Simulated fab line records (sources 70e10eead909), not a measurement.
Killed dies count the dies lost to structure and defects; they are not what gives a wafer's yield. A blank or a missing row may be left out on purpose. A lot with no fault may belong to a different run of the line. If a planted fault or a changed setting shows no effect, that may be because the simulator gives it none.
fab line records	flow nand-harc	part 1 of 2: steps 1 to 4 of 6
record: lots: 22	wafers: 66	last-day: 26
route steps=1159 shown A_CONTACT@900
lots with no fault: from the same line, run without faults
start-h: hours from the record's opening day to when the first of the lot's shown wafers began	wait-h: hours since the lot's step before	" the same as in the row above	L1.1+2: several wafers, shown together as one row	- no value, or no start was given	* or withheld: withheld	< > ~ a bound
route shown NAME@n: names a module that has steps shown in the file, with the first one's number in the route	usual: mean/standard deviation of fault-free wafers	same: alike in all rows	chamber/n: place in a boat	sites: per-site readings	_std_site: the standard deviation of these	_edge_site: inner sites' mean taken away from outer sites' mean	radius-mm: how far each site lies from the wafer's centre	mask NAME#n: copy n	behind: the tool/chamber that last shaped the wafer	hold: the reason the lot was held/the length of the hold in hours/how it ended	device: transistor that didn't switch, given as n, p or np	end of line: the same wafers' tests at the end of the route	a step with no rows: only its recipe	killed: dies that structure and defects cost at the first sort, which is not the same as the wafer's yield	map: shows each die of a wafer: x if killed, . if not, _ if none is there
set.NAME: the run value of the setting; set.NAME@STEP: its run value at that earlier step	model.NAME: the simulator's own value behind a step, which no gauge read
steps of the route over a sample of lots; a table a step, a row a wafer
services: the hour from which a tool's chamber was out of use, counted from the record's first day as start-h (under 0 if before that day), plus the number of hours and why
== steps ==
step: NHARC_A_CONTACT_ETCH_75
recipe: target-depth-a: 390	over-etch-frac: 0.3	time-s: 65	ion-energy-ev: 80	cf4-flow-sccm: 150	ar-flow-sccm: 0	rf-w: 300	bias-w: 100	chemistry: CF4
usual: cf4-flow-sccm: 150.1/0.46	chamber-pressure-mTorr: 50.00/0.044	drypump-motor-current-A: 5.7/0.5	oes-product-au: 1.000/0.01	rf-vpp-V: 151.1/1.1	showerhead-plenum-p-Torr: 1.76/0.06	throttle-valve-pct: 13.284/0.01
lot.wafer	tool	chamber	start-h	wait-h	cf4-flow-sccm	chamber-pressure-mTorr	drypump-motor-current-A	oes-product-au	rf-hours-counter-h	rf-vpp-V	showerhead-plenum-p-Torr	throttle-valve-pct
L074.4	rie-diel-01	0	373.28	0.1	150.4	50.05	5.6	1.007	11	149.8	1.75	13.298
L074.3	"	1	"	"	149.8	49.97	5.4	0.999	10	153.0	1.84	13.279
L074.5	"	0	"	"	150.2	49.97	5.7	1.004	-	150.5	1.75	13.277
L077.1	rie-diel-01	0	383.45	0.1	149.8	50.05	5.6	1.004	15	150.0	1.75	13.284
L077.2	"	1	"	"	149.3	49.96	5.4	0.988	13	152.8	1.84	13.278
L077.5	"	0	"	"	150.5	49.94	5.6	0.995	-	150.9	1.75	13.261
L075.4	rie-diel-01	3	385.45	0.1	149.5	50.00	6.2	0.997	15	151.5	1.72	13.271
L075.3	"	0	"	"	150.1	49.97	5.7	1.003	15	150.6	1.75	13.280
L075.5	"	2	"	"	150.8	50.07	5.1	1.014	-	150.6	1.71	13.284
L076.1	rie-diel-12	1	390.33	0.1	150.1	50.03	5.4	1.012	0	153.0	1.79	13.278
L076.3	"	2	"	"	150.1	49.92	5.6	0.996	0	151.9	1.68	13.299
L076.4	"	3	"	"	149.9	50.04	5.9	0.991	0	150.6	1.71	13.285
L078.2	rie-diel-12	1	392.81	0.2	150.5	50.08	5.4	1.023	1	150.5	1.79	13.290
L078.1	"	2	"	"	150.6	49.97	5.6	1.002	1	150.0	1.68	13.290
L078.4	"	3	"	"	149.7	49.94	5.9	1.003	1	151.9	1.71	13.264
L080.2	rie-diel-02	3	410.57	0.1	150.6	49.98	6.1	0.988	30	151.6	1.82	13.265
L080.3	"	0	"	"	148.9	50.00	6.5	0.977	27	150.7	1.72	13.293
L080.5	"	2	"	"	150.6	50.09	5.4	1.009	-	151.8	1.90	13.282
L081.4	rie-diel-01	1	424.98	0.1	150.7	50.04	5.4	1.000	21	152.8	1.84	13.286
L081.6	"	2	"	"	150.2	50.01	5.1	0.993	-	150.4	1.71	13.290
L081.5	"	3	"	"	150.2	50.02	6.2	0.998	-	151.4	1.71	13.276
L083.2	rie-diel-01	2	426.58	0.1	150.7	49.96	5.1	1.000	21	151.3	1.71	13.287
L083.3	"	3	"	"	149.8	50.05	6.2	0.995	21	150.7	1.71	13.295
L083.4	"	1	"	"	149.6	50.02	5.4	0.989	22	151.8	1.84	13.282
L084.4	rie-diel-02	1	435.87	0.1	149.4	50.02	6.7	0.998	35	152.2	1.73	13.281
L084.2	"	3	"	"	150.1	50.04	6.1	1.002	39	151.9	1.82	13.291
L084.6	"	0	"	"	149.8	49.98	6.6	0.994	-	152.8	1.72	13.277
L082.3	rie-diel-12	3	436.62	0.1	150.2	49.99	5.9	0.999	18	150.2	1.70	13.294
L082.5	"	2	"	"	150.0	50.09	5.6	0.987	-	149.7	1.68	13.285
L082.6	"	3	"	"	150.6	50.02	5.9	0.996	-	149.5	1.70	13.291
L087.4	rie-diel-01	1	450.36	0.1	150.2	50.06	5.4	0.997	25	152.9	1.84	13.290
L087.2	"	2	"	"	149.5	50.04	5.1	1.013	24	150.3	1.71	13.289
L087.6	"	2	"	"	150.2	50.00	5.1	1.011	-	151.2	1.71	13.299
L085.4	rie-diel-01	1	452.49	0.1	150.2	49.99	5.4	0.989	26	149.9	1.84	13.284
L085.2	"	0	"	"	151.1	50.02	5.7	0.996	26	150.8	1.75	13.284
L085.6	"	2	"	"	149.9	49.96	5.1	0.997	-	150.6	1.71	13.295
L089.4	rie-diel-01	2	455.97	0.1	150.4	50.02	5.1	1.012	26	150.1	1.71	13.275
L089.2	"	0	"	"	150.1	49.99	5.6	1.012	27	152.1	1.75	13.279
L089.5	"	2	"	"	150.4	50.06	5.1	1.009	-	149.2	1.71	13.289
L086.3	rie-diel-12	1	458.84	0.1	150.2	50.00	5.4	1.022	25	151.3	1.79	13.271
L086.2	"	2	"	"	150.4	49.90	5.6	0.989	25	148.6	1.68	13.279
L086.6	"	1	"	"	149.5	50.00	5.3	1.015	-	151.1	1.79	13.303
L090.2	rie-diel-01	1	470.50	0.1	150.4	50.04	5.4	0.999	30	151.2	1.83	13.284
L090.5	"	1	"	"	150.1	49.98	5.4	1.002	-	151.8	1.83	13.293
L090.6	"	2	"	"	150.0	50.04	5.1	1.004	-	151.2	1.71	13.278
L088.2	rie-diel-02	3	472.63	0.1	150.5	49.99	6.1	0.991	57	151.5	1.82	13.289
L088.1	"	0	"	"	149.3	50.01	6.6	0.970	52	150.2	1.71	13.303
L088.5	"	3	"	"	150.1	50.03	6.1	0.992	-	152.3	1.82	13.287
L091.2	rie-diel-01	0	484.56	0.1	149.7	49.96	5.6	1.007	33	151.3	1.75	13.279
L091.3	"	1	"	"	150.3	50.10	5.4	0.982	32	151.3	1.83	13.273
L091.6	"	0	"	"	149.9	50.03	5.7	0.996	-	151.2	1.75	13.280
L094.2	rie-diel-02	3	499.98	0.6	149.8	50.02	6.2	0.995	67	150.4	1.81	13.282
L094.3	"	1	"	"	150.5	50.02	6.7	0.993	61	149.7	1.72	13.289
L094.1	"	2	"	"	149.6	50.08	5.4	1.006	66	153.9	1.89	13.261
L093.1	rie-diel-02	3	503.64	0.1	149.9	50.00	6.2	0.997	68	150.5	1.81	13.296
L093.2	"	0	"	"	150.4	50.05	6.6	0.984	63	150.1	1.71	13.279
L093.5	"	3	"	"	150.4	49.95	6.1	0.995	-	150.9	1.81	13.287
L095.3	rie-diel-01	2	505.88	0.1	149.6	49.94	5.1	1.027	0	150.2	1.71	13.289
L095.2	"	3	"	"	149.2	49.99	6.2	1.009	0	149.2	1.71	13.291
L095.6	"	1	"	"	150.3	50.06	5.4	1.008	-	152.5	1.83	13.300
L096.3	rie-diel-01	0	524.82	0.1	149.7	50.01	5.7	1.007	3	151.1	1.74	13.291
L096.2	"	3	"	"	150.4	50.02	6.2	1.001	3	150.1	1.71	13.272
L096.6	"	0	"	"	149.9	50.08	5.6	1.016	-	151.5	1.75	13.311
L097.4	rie-diel-12	2	540.17	0.2	149.7	50.01	5.6	1.001	54	149.3	1.67	13.301
L097.2	"	3	"	"	150.3	50.04	5.9	0.998	54	150.4	1.69	13.279
L097.6	"	2	"	"	149.7	50.05	5.6	1.001	-	151.4	1.67	13.279
step: NHARC_A_CONTACT_ETCH_128
recipe: source-w: withheld	pressure-mtorr: 20	bias-v: 1200	time-s: 155	target-depth-a: 9560	ar-flow-sccm: withheld	c4f8-flow-sccm: withheld	o2-flow-sccm: withheld	chemistry: C4F8/O2/Ar
usual: chamber-pressure-mTorr: 20.000/0.021
lot.wafer	tool	chamber	start-h	wait-h	chamber-pressure-mTorr	rf-hours-counter-h
L074.3	har-cap-etch-01	0	375.01	0.1	20.007	-
L074.4	"	1	"	"	19.984	-
L074.5	"	0	"	"	20.019	-
L077.1	har-cap-etch-03	1	385.12	0.1	20.008	83
L077.2	"	0	"	"	19.996	83
L077.5	"	0	"	"	19.978	-
L075.3	har-cap-etch-02	1	387.15	0.1	20.002	-
L075.4	"	0	"	"	20.012	-
L075.5	"	0	"	"	20.007	-
L076.1	har-cap-etch-02	1	392.06	0.1	19.995	14
L076.4	"	1	"	"	20.032	-
L076.3	"	0	"	"	20.011	-
L078.2	har-cap-etch-03	1	394.81	0.2	20.014	85
L078.1	"	0	"	"	20.031	85
L078.4	"	0	"	"	20.004	-
L080.2	har-cap-etch-01	1	412.30	0.1	19.949	63
L080.3	"	1	"	"	20.039	-
L080.5	"	1	"	"	19.975	-
L081.4	har-cap-etch-02	0	426.71	0.1	20.018	-
L081.5	"	1	"	"	20.010	-
L081.6	"	0	"	"	19.989	-
L083.2	har-cap-etch-03	0	428.46	0.2	19.989	90
L083.4	"	0	"	"	19.988	-
L083.3	"	1	"	"	19.980	-
L084.2	har-cap-etch-02	1	437.89	0.1	19.996	21
L084.4	"	1	"	"	19.985	-
L084.6	"	1	"	"	20.012	-
L082.3	har-cap-etch-01	1	439.18	0.1	19.960	-
L082.5	"	1	"	"	20.014	-
L082.6	"	0	"	"	20.001	-
L087.2	har-cap-etch-01	1	452.03	0.1	19.982	69
L087.4	"	1	"	"	19.982	-
L087.6	"	1	"	"	19.971	-
L085.2	har-cap-etch-03	1	454.16	0.1	20.004	95
L085.4	"	0	"	"	20.013	-
L085.6	"	0	"	"	19.993	-
L089.2	har-cap-etch-01	0	457.71	0.1	19.975	70
L089.4	"	1	"	"	19.982	-
L089.5	"	1	"	"	20.029	-
L086.2	har-cap-etch-03	1	460.92	0.2	20.006	97
L086.3	"	0	"	"	20.025	-
L086.6	"	0	"	"	20.004	-
L090.2	har-cap-etch-02	0	472.53	0.1	19.989	27
L090.6	"	0	"	"	20.017	-
L090.5	"	1	"	"	19.993	-
L088.2	har-cap-etch-03	1	474.29	0.1	20.004	99
L088.1	"	0	"	"	20.002	99
L088.5	"	1	"	"	19.954	-
L091.2	har-cap-etch-02	0	486.23	0.1	20.017	30
L091.3	"	0	"	"	19.962	-
L091.6	"	0	"	"	19.994	-
L094.2	har-cap-etch-03	0	502.01	0.1	19.994	103
L094.1	"	1	"	"	20.043	103
L094.3	"	0	"	"	20.017	-
L093.1	har-cap-etch-02	0	505.32	0.1	20.010	33
L093.2	"	1	"	"	19.991	33
L093.5	"	1	"	"	19.992	-
L095.2	har-cap-etch-01	1	507.56	0.1	19.989	78
L095.3	"	0	"	"	20.006	-
L095.6	"	0	"	"	20.016	-
L096.2	har-cap-etch-03	0	527.44	0.1	19.978	107
L096.3	"	1	"	"	20.020	-
L096.6	"	1	"	"	19.976	-
L097.2	har-cap-etch-03	1	541.84	0.1	19.992	111
L097.4	"	0	"	"	20.005	-
L097.6	"	0	"	"	19.999	-
step: NHARC_A_CONTACT_ETCH_129
recipe: source-w: withheld	pressure-mtorr: 20	bias-v: 1200	time-s: 155	target-depth-a: 9560	ar-flow-sccm: withheld	c4f8-flow-sccm: withheld	o2-flow-sccm: withheld	chemistry: C4F8/O2/Ar
usual: chamber-pressure-mTorr: 20.002/0.02
lot.wafer	tool	chamber	start-h	wait-h	chamber-pressure-mTorr	rf-hours-counter-h
L074.3	har-cap-etch-01	0	375.15	0.1	19.997	-
L074.4	"	1	"	"	19.991	-
L074.5	"	0	"	"	20.016	-
L077.1	har-cap-etch-03	1	385.26	0.1	20.006	83
L077.2	"	0	"	"	19.998	83
L077.5	"	0	"	"	20.017	-
L075.3	har-cap-etch-02	1	387.29	0.1	20.019	-
L075.4	"	0	"	"	19.977	-
L075.5	"	0	"	"	19.997	-
L076.1	har-cap-etch-02	1	392.20	0.1	20.031	14
L076.4	"	1	"	"	20.030	-
L076.3	"	0	"	"	19.974	-
L078.2	har-cap-etch-03	1	395.00	0.2	19.983	85
L078.1	"	0	"	"	19.997	85
L078.4	"	0	"	"	20.015	-
L080.2	har-cap-etch-01	1	412.44	0.1	19.997	63
L080.3	"	1	"	"	19.971	-
L080.5	"	1	"	"	19.991	-
L081.4	har-cap-etch-02	0	426.85	0.1	19.975	-
L081.5	"	1	"	"	20.023	-
L081.6	"	0	"	"	20.003	-
L083.2	har-cap-etch-03	0	428.65	0.2	20.001	90
L083.4	"	0	"	"	20.020	-
L083.3	"	1	"	"	20.017	-
L084.2	har-cap-etch-02	1	438.04	0.1	20.012	21
L084.4	"	1	"	"	20.024	-
L084.6	"	1	"	"	20.004	-
L082.3	har-cap-etch-01	1	439.32	0.1	20.012	-
L082.5	"	1	"	"	20.005	-
L082.6	"	0	"	"	20.001	-
L087.2	har-cap-etch-01	1	452.17	0.1	20.007	69
L087.4	"	1	"	"	20.003	-
L087.6	"	1	"	"	20.014	-
L085.2	har-cap-etch-03	1	454.30	0.1	19.976	96
L085.4	"	0	"	"	19.968	-
L085.6	"	0	"	"	19.977	-
L089.2	har-cap-etch-01	0	457.85	0.1	19.990	70
L089.4	"	1	"	"	20.002	-
L089.5	"	1	"	"	20.002	-
L086.2	har-cap-etch-03	1	461.11	0.2	20.023	97
L086.3	"	0	"	"	19.986	-
L086.6	"	0	"	"	20.017	-
L090.2	har-cap-etch-02	0	472.67	0.1	19.970	27
L090.6	"	0	"	"	19.990	-
L090.5	"	1	"	"	19.973	-
L088.2	har-cap-etch-03	1	474.43	0.1	20.037	99
L088.1	"	0	"	"	20.010	99
L088.5	"	1	"	"	19.993	-
L091.2	har-cap-etch-02	0	486.37	0.1	19.992	30
L091.3	"	0	"	"	20.018	-
L091.6	"	0	"	"	19.982	-
L094.2	har-cap-etch-03	0	502.15	0.1	20.012	104
L094.1	"	1	"	"	19.970	104
L094.3	"	0	"	"	20.027	-
L093.1	har-cap-etch-02	0	505.46	0.1	19.988	33
L093.2	"	1	"	"	20.000	33
L093.5	"	1	"	"	19.988	-
L095.2	har-cap-etch-01	1	507.70	0.1	20.029	78
L095.3	"	0	"	"	19.991	-
L095.6	"	0	"	"	20.026	-
L096.2	har-cap-etch-03	0	527.58	0.1	19.977	107
L096.3	"	1	"	"	19.988	-
L096.6	"	1	"	"	20.020	-
L097.2	har-cap-etch-03	1	541.98	0.1	20.019	111
L097.4	"	0	"	"	20.008	-
L097.6	"	0	"	"	20.002	-
step: NHARC_A_CONTACT_INSPECT_10
usual: raw-defect-count: 29/14
lot.wafer	tool	chamber	start-h	wait-h	raw-defect-count
L074.3	defect-inspect-02	-	380.35	0.0	27
L074.4	"	-	"	"	33
L074.5	"	-	"	"	19
L077.1	defect-inspect-02	-	389.79	0.0	18
L077.2	"	-	"	"	14
L077.5	"	-	"	"	9
L075.3	defect-inspect-01	-	391.54	0.0	12
L075.4	"	-	"	"	10
L075.5	"	-	"	"	10
L076.1	defect-inspect-02	-	399.87	0.0	29
L076.3	"	-	"	"	24
L076.4	"	-	"	"	35
L078.1	defect-inspect-01	-	401.65	0.0	19
L078.2	"	-	"	"	28
L078.4	"	-	"	"	35
L080.2	defect-inspect-02	-	420.25	0.0	17
L080.3	"	-	"	"	15
L080.5	"	-	"	"	21
L081.4	defect-inspect-01	-	431.28	0.0	33
L081.5	"	-	"	"	31
L081.6	"	-	"	"	17
L083.2	defect-inspect-02	-	433.67	0.0	38
L083.3	"	-	"	"	26
L083.4	"	-	"	"	31
L084.2	defect-inspect-02	-	443.73	0.0	13
L084.4	"	-	"	"	7
L084.6	"	-	"	"	11
L082.3	defect-inspect-02	-	444.71	0.0	26
L082.5	"	-	"	"	26
L082.6	"	-	"	"	36
L087.2	defect-inspect-01	-	457.17	0.0	13
L087.4	"	-	"	"	10
L087.6	"	-	"	"	7
L085.2	defect-inspect-02	-	459.03	0.0	25
L085.4	"	-	"	"	25
L085.6	"	-	"	"	28
L089.2	defect-inspect-01	-	463.88	0.0	38
L089.4	"	-	"	"	31
L089.5	"	-	"	"	26
L086.2	defect-inspect-01	-	465.79	0.0	42
L086.3	"	-	"	"	42
L086.6	"	-	"	"	50
L090.2	defect-inspect-01	-	479.41	0.0	47
L090.5	"	-	"	"	52
L090.6	"	-	"	"	39
L088.1	defect-inspect-02	-	480.76	0.0	27
L088.2	"	-	"	"	45
L088.5	"	-	"	"	30
L091.2	defect-inspect-02	-	492.59	0.0	17
L091.3	"	-	"	"	18
L091.6	"	-	"	"	10
L094.1	defect-inspect-02	-	507.68	0.0	61
L094.2	"	-	"	"	60
L094.3	"	-	"	"	60
L093.1	defect-inspect-02	-	510.18	0.0	27
L093.2	"	-	"	"	28
L093.5	"	-	"	"	28
L095.2	defect-inspect-02	-	512.10	0.0	54
L095.3	"	-	"	"	42
L095.6	"	-	"	"	50
L096.2	defect-inspect-01	-	535.25	0.0	15
L096.3	"	-	"	"	22
L096.6	"	-	"	"	22
L097.2	defect-inspect-02	-	551.48	0.0	23
L097.4	"	-	"	"	31
L097.6	"	-	"	"	24
